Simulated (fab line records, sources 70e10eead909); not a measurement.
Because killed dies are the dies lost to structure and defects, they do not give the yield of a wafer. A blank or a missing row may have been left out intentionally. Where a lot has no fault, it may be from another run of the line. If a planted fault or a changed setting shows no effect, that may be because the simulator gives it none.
Which tool is to blame?    flow nand_harc    Sampling: 24 lots, 72 wafers, 6 of 1302 route steps

== WHAT THE GAUGES SHOWED, per wafer ==
The record holds no reading of a measuring or inspecting step that can be judged against a usual standard deviation.

== WHICH TOOL RAN EACH LOT (tool, then ch and the chambers of the sampled wafers, then the start) ==
lot   NHARC_A_CONTACT_ETCH_112              NHARC_A_CONTACT_ETCH_113              NHARC_A_CONTACT_ETCH_120              NHARC_A_CONTACT_ETCH_90             NHARC_A_CONTACT_ETCH_76                        NHARC_A_CONTACT_ETCH_124
L074  har_cap_etch-02 ch 0,1, day 21 05:55  har_cap_etch-02 ch 0,1, day 21 06:05  har_cap_etch-02 ch 0,1, day 21 07:17  rie_diel-12 ch 0,1,3, day 21 08:46  rie_diel-12 ch 0,3, day 21 18:16 or earlier    har_cap_etch-03 ch 0,1, day 21 18:16
L075  har_cap_etch-03 ch 0,1, day 22 01:21  har_cap_etch-03 ch 0,1, day 22 01:31  har_cap_etch-03 ch 0,1, day 22 02:43  rie_diel-12 ch 0,1,3, day 22 04:14  rie_diel-01 ch 0,2,3, day 22 11:35 or earlier  har_cap_etch-01 ch 0,1, day 22 11:35
L076  har_cap_etch-02 ch 0, day 22 10:32    har_cap_etch-02 ch 0, day 22 10:43    har_cap_etch-02 ch 0, day 22 11:55    rie_diel-12 ch 0,1,3, day 22 13:26  rie_diel-07 ch 0,2,3, day 22 20:18 or earlier  har_cap_etch-02 ch 0,1, day 22 20:18
L077  har_cap_etch-01 ch 0,1, day 23 00:16  har_cap_etch-01 ch 0,1, day 23 00:26  har_cap_etch-01 ch 0,1, day 23 01:38  rie_diel-01 ch 1,2, day 23 03:08    rie_diel-12 ch 0,1,2, day 23 10:43 or earlier  har_cap_etch-01 ch 0,1, day 23 10:43
L078  har_cap_etch-03 ch 0,1, day 23 01:05  har_cap_etch-03 ch 0,1, day 23 01:16  har_cap_etch-03 ch 0,1, day 23 02:28  rie_diel-07 ch 2,3, day 23 03:54    rie_diel-07 ch 0,3, day 23 11:44 or earlier    har_cap_etch-03 ch 0,1, day 23 11:44
L080  har_cap_etch-02 ch 0,1, day 23 15:43  har_cap_etch-02 ch 0,1, day 23 15:56  har_cap_etch-02 ch 0,1, day 23 17:08  rie_diel-12 ch 0,1,2, day 23 18:35  rie_diel-12 ch 1,2,3, day 24 01:53 or earlier  har_cap_etch-02 ch 0,1, day 24 01:53
L079  har_cap_etch-01 ch 0,1, day 24 03:07  har_cap_etch-01 ch 0,1, day 24 03:17  har_cap_etch-01 ch 0,1, day 24 04:29  rie_diel-12 ch 1,3, day 24 05:58    rie_diel-12 ch 1,2,3, day 24 12:52 or earlier  har_cap_etch-02 ch 1, day 24 12:52
L081  har_cap_etch-03 ch 0,1, day 25 03:35  har_cap_etch-03 ch 0,1, day 25 03:45  har_cap_etch-03 ch 0,1, day 25 04:57  rie_diel-12 ch 0,3, day 25 06:26    rie_diel-12 ch 0,2,3, day 25 13:13 or earlier  har_cap_etch-01 ch 0,1, day 25 13:13
L082  har_cap_etch-02 ch 0,1, day 25 04:29  har_cap_etch-02 ch 0,1, day 25 04:39  har_cap_etch-02 ch 0,1, day 25 05:50  rie_diel-12 ch 0,1,3, day 25 07:20  rie_diel-12 ch 2,3, day 25 17:03 or earlier    har_cap_etch-02 ch 0,1, day 25 17:03
L083  har_cap_etch-03 ch 0,1, day 25 14:23  har_cap_etch-03 ch 0,1, day 25 14:34  har_cap_etch-03 ch 0,1, day 25 15:46  rie_diel-07 ch 0,1,2, day 25 17:13  rie_diel-01 ch 0,2,3, day 26 00:17 or earlier  har_cap_etch-03 ch 0,1, day 26 00:17
L084  har_cap_etch-02 ch 0,1, day 26 01:02  har_cap_etch-02 ch 0,1, day 26 01:13  har_cap_etch-02 ch 0,1, day 26 02:25  rie_diel-12 ch 0,2, day 26 03:54    rie_diel-01 ch 0,1,3, day 26 11:31 or earlier  har_cap_etch-03 ch 0,1, day 26 11:31
L085  har_cap_etch-03 ch 0,1, day 26 05:01  har_cap_etch-03 ch 0,1, day 26 05:14  har_cap_etch-03 ch 0,1, day 26 06:50  rie_diel-01 ch 0,1,3, day 26 08:39  rie_diel-12 ch 0,1,3, day 26 15:31 or earlier  har_cap_etch-01 ch 0,1, day 26 15:31
L086  har_cap_etch-02 ch 0,1, day 26 10:28  har_cap_etch-02 ch 0,1, day 26 10:38  har_cap_etch-02 ch 0,1, day 26 11:50  rie_diel-12 ch 0,1,3, day 26 13:17  rie_diel-01 ch 2,3, day 26 22:20 or earlier    har_cap_etch-03 ch 0,1, day 26 22:20
L088  har_cap_etch-02 ch 0, day 27 03:17    har_cap_etch-02 ch 0, day 27 03:27    har_cap_etch-02 ch 0, day 27 04:39    rie_diel-07 ch 0,2,3, day 27 06:10  rie_diel-07 ch 0,2, day 27 13:43 or earlier    har_cap_etch-01 ch 0,1, day 27 13:43
L087  har_cap_etch-03 ch 0,1, day 27 08:01  har_cap_etch-03 ch 0,1, day 27 08:11  har_cap_etch-03 ch 0,1, day 27 09:23  rie_diel-12 ch 0,2,3, day 27 10:53  rie_diel-12 ch 0,1,3, day 27 18:05 or earlier  har_cap_etch-03 ch 0,1, day 27 18:05
L089  har_cap_etch-02 ch 0,1, day 27 09:11  har_cap_etch-02 ch 0,1, day 27 09:22  har_cap_etch-02 ch 0,1, day 27 10:34  rie_diel-12 ch 0,3, day 27 12:03    rie_diel-12 ch 1,2,3, day 27 20:40 or earlier  har_cap_etch-03 ch 0,1, day 27 20:40
L091  har_cap_etch-02 ch 0,1, day 27 18:29  har_cap_etch-02 ch 0,1, day 27 18:40  har_cap_etch-02 ch 0,1, day 27 19:52  rie_diel-12 ch 0,1,3, day 27 21:22  rie_diel-12 ch 0,2,3, day 28 04:20 or earlier  har_cap_etch-03 ch 0,1, day 28 04:20
L090  har_cap_etch-01 ch 0,1, day 27 19:09  har_cap_etch-01 ch 0,1, day 27 19:19  har_cap_etch-01 ch 0,1, day 27 20:31  rie_diel-01 ch 0,1, day 27 22:01    rie_diel-01 ch 0,1,2, day 28 05:25 or earlier  har_cap_etch-02 ch 0, day 28 05:25
L092  har_cap_etch-01 ch 0,1, day 29 05:59  har_cap_etch-01 ch 0,1, day 29 06:10  har_cap_etch-01 ch 0,1, day 29 07:22  rie_diel-01 ch 0,1,2, day 29 08:52  rie_diel-07 ch 0,1,2, day 29 18:23 or earlier  har_cap_etch-01 ch 0,1, day 29 18:23
L093  har_cap_etch-03 ch 0,1, day 29 06:57  har_cap_etch-03 ch 0,1, day 29 07:11  har_cap_etch-03 ch 0,1, day 29 08:47  rie_diel-12 ch 0,1,2, day 29 10:38  rie_diel-12 ch 0,1,3, day 29 19:04 or earlier  har_cap_etch-03 ch 0,1, day 29 19:04
L094  har_cap_etch-02 ch 1, day 29 17:59    har_cap_etch-02 ch 1, day 29 18:13    har_cap_etch-02 ch 1, day 29 19:38    rie_diel-01 ch 0,1,2, day 29 21:08  rie_diel-12 ch 0,1,3, day 30 05:19 or earlier  har_cap_etch-01 ch 0, day 30 05:19
L095  har_cap_etch-01 ch 0,1, day 29 23:16  har_cap_etch-01 ch 0,1, day 29 23:27  har_cap_etch-01 ch 0,1, day 30 00:39  rie_diel-01 ch 1,2,3, day 30 02:09  rie_diel-12 ch 0,2,3, day 30 09:14 or earlier  har_cap_etch-02 ch 1, day 30 09:14
L096  har_cap_etch-02 ch 0, day 30 22:25    har_cap_etch-02 ch 0, day 30 22:35    har_cap_etch-02 ch 0, day 30 23:47    rie_diel-12 ch 1,3, day 31 01:16    rie_diel-12 ch 1,2, day 31 09:12 or earlier    har_cap_etch-02 ch 0,1, day 31 09:12
L097  har_cap_etch-03 ch 0,1, day 31 07:34  har_cap_etch-03 ch 0,1, day 31 07:44  har_cap_etch-03 ch 0,1, day 31 08:56  rie_diel-12 ch 0,2,3, day 31 10:26  rie_diel-12 ch 0,1, day 31 18:25 or earlier    har_cap_etch-03 ch 0,1, day 31 18:25
- NHARC_A_CONTACT_ETCH_112: etches the open film in C4F8/O2/Ar, time 190 s, target depth 1850 nm.
- NHARC_A_CONTACT_ETCH_113: etches the open film in C4F8/O2/Ar, time 190 s, target depth 1850 nm.
- NHARC_A_CONTACT_ETCH_120: etches the open film in C4F8/O2/Ar, time 190 s, target depth 1850 nm.
- NHARC_A_CONTACT_ETCH_90: etches the open film in CH3F/O2, target depth 40 nm, time 85.7 s.
- NHARC_A_CONTACT_ETCH_76: etches the open film in N2/H2, target depth 260 nm, time 475.3 s.
- NHARC_A_CONTACT_ETCH_124: etches the open film in C4F8/O2/Ar, time 140 s, target depth 700 nm.

== WHAT THE TOOLS THEMSELVES READ (means of the sampled wafers that have a number; where no wafer has one, the mark that the record gives instead) ==
NHARC_A_CONTACT_ETCH_90. Usual: drypump_motor_current_A 5.6 A, standard deviation 0.46; o2_flow_sccm 29.99 sccm, standard deviation 0.078; oes_product_au 0.95 a.u., standard deviation 0.035; rf_vpp_V 244.8 V, standard deviation 1.8; showerhead_plenum_p_Torr 2.49 Torr, standard deviation 0.12; throttle_valve_pct 20.663 %, standard deviation 0.0093.
lot   tool         drypump_motor_current_A (A)  o2_flow_sccm (sccm)  oes_product_au (a.u.)  rf_vpp_V (V)  showerhead_plenum_p_Torr (Torr)  throttle_valve_pct (%)  flag
L074  rie_diel-12  5.8                          29.96                0.92                   246.3         2.57                             20.659                  
L075  rie_diel-12  5.8                          30.04                0.93                   245.4         2.57                             20.657                  
L076  rie_diel-12  5.8                          30.01                0.93                   246.1         2.57                             20.659                  
L077  rie_diel-01  5.6                          29.99                0.92                   242.8         2.33                             20.658                  
L078  rie_diel-07  5.9                          29.98                0.98                   245.3         2.54                             20.662                  
L080  rie_diel-12  5.4                          30.02                0.92                   245.2         2.48                             20.657                  
L079  rie_diel-12  6.0                          29.98                0.96                   246.0         2.58                             20.663                  
L081  rie_diel-12  5.6                          30.00                0.92                   245.4         2.55                             20.664                  
L082  rie_diel-12  5.8                          29.99                1.00                   246.7         2.56                             20.669                  
L083  rie_diel-07  5.8                          30.02                0.92                   244.4         2.46                             20.665                  
L084  rie_diel-12  5.2                          30.02                0.93                   244.4         2.47                             20.673                  
L085  rie_diel-01  5.3                          30.07                0.93                   243.5         2.43                             20.669                  
L086  rie_diel-12  5.8                          29.93                1.00                   245.5         2.56                             20.652                  
L088  rie_diel-07  5.9                          29.95                0.92                   245.7         2.56                             20.665                  
L087  rie_diel-12  5.6                          29.99                1.00                   243.9         2.47                             20.657                  
L089  rie_diel-12  5.6                          29.96                1.00                   245.5         2.55                             20.653                  
L091  rie_diel-12  5.8                          30.07                1.00                   245.8         2.56                             20.666                  
L090  rie_diel-01  5.7                          29.99                0.93                   243.9         2.45                             20.663                  
L092  rie_diel-01  5.5                          30.01                1.00                   245.3         2.54                             20.661                  
L093  rie_diel-12  5.4                          29.94                0.96                   244.6         2.47                             20.665                  
L094  rie_diel-01  5.5                          29.88                0.92                   245.6         2.53                             20.668                  
L095  rie_diel-01  5.5                          29.99                0.92                   244.3         2.45                             20.665                  
L096  rie_diel-12  6.2                          30.08                0.93                   245.3         2.56                             20.657                  
L097  rie_diel-12  5.6                          30.00                0.93                   244.2         2.46                             20.670                  

NHARC_A_CONTACT_ETCH_76. Usual: drypump_motor_current_A 5.6 A, standard deviation 0.45; h2_flow_sccm 150.0 sccm, standard deviation 0.43; oes_product_au 0.999 a.u., standard deviation 0.013; rf_vpp_V 431.5 V, standard deviation 2.9; showerhead_plenum_p_Torr 2.08 Torr, standard deviation 0.1; throttle_valve_pct 14.172 %, standard deviation 0.0094.
lot   tool         drypump_motor_current_A (A)  h2_flow_sccm (sccm)  oes_product_au (a.u.)  rf_vpp_V (V)  showerhead_plenum_p_Torr (Torr)  throttle_valve_pct (%)  flag
L074  rie_diel-12  5.7                          150.3                0.998                  433.6         2.13                             14.179                  
L075  rie_diel-01  5.1                          150.2                1.000                  429.5         1.99                             14.184                  
L076  rie_diel-07  5.9                          149.8                0.992                  434.0         2.14                             14.174                  
L077  rie_diel-12  5.4                          149.9                1.000                  431.4         2.06                             14.178                  
L078  rie_diel-07  5.9                          150.0                1.003                  433.8         2.16                             14.173                  
L080  rie_diel-12  5.8                          149.4                0.997                  431.3         2.06                             14.168                  
L079  rie_diel-12  5.8                          149.8                1.001                  431.0         2.06                             14.182                  
L081  rie_diel-12  5.6                          150.0                1.000                  430.7         2.05                             14.173                  
L082  rie_diel-12  5.5                          150.3                1.009                  428.9         1.98                             14.178                  
L083  rie_diel-01  5.1                          150.3                1.000                  432.6         2.10                             14.175                  
L084  rie_diel-01  5.3                          150.1                1.005                  430.0         2.02                             14.170                  
L085  rie_diel-12  5.8                          150.0                0.995                  433.4         2.13                             14.168                  
L086  rie_diel-01  5.2                          150.0                0.984                  431.9         2.11                             14.163                  
L088  rie_diel-07  5.9                          149.8                1.000                  431.4         2.11                             14.181                  
L087  rie_diel-12  5.8                          150.4                0.998                  432.3         2.13                             14.169                  
L089  rie_diel-12  5.8                          149.7                1.004                  430.2         2.06                             14.173                  
L091  rie_diel-12  5.6                          150.1                1.006                  430.5         2.05                             14.170                  
L090  rie_diel-01  5.5                          150.4                0.999                  431.5         2.11                             14.172                  
L092  rie_diel-07  5.7                          150.3                0.995                  433.2         2.15                             14.177                  
L093  rie_diel-12  5.9                          149.7                1.003                  432.1         2.13                             14.170                  
L094  rie_diel-12  5.8                          150.1                1.003                  433.0         2.13                             14.169                  
L095  rie_diel-12  5.6                          149.6                0.998                  430.8         2.04                             14.169                  
L096  rie_diel-12  5.4                          149.7                0.993                  429.0         1.97                             14.169                  
L097  rie_diel-12  5.5                          149.6                1.004                  432.7         2.12                             14.165                  

== THE ANSWER, worked out from the rows above alone ==
Rule: a lot counts as off when the mean over its wafers that have a number is more than 3 standard deviations away from the usual mean. A lot without any number at a reading at which 4 lots or more have one is off too. Where the step has rows for the other lots, those lots are counted as sound. First the gauges in route order, then the tools' own readings, where a lot's mean is used as printed above. The first step at which some lot is off is used, and at that step the reading that is off furthest; a lot without a number counts as furthest.
None of the lots is off at any reading shown; this tells nothing.

== WHAT WAS PUT IN BY THE SIMULATOR ==
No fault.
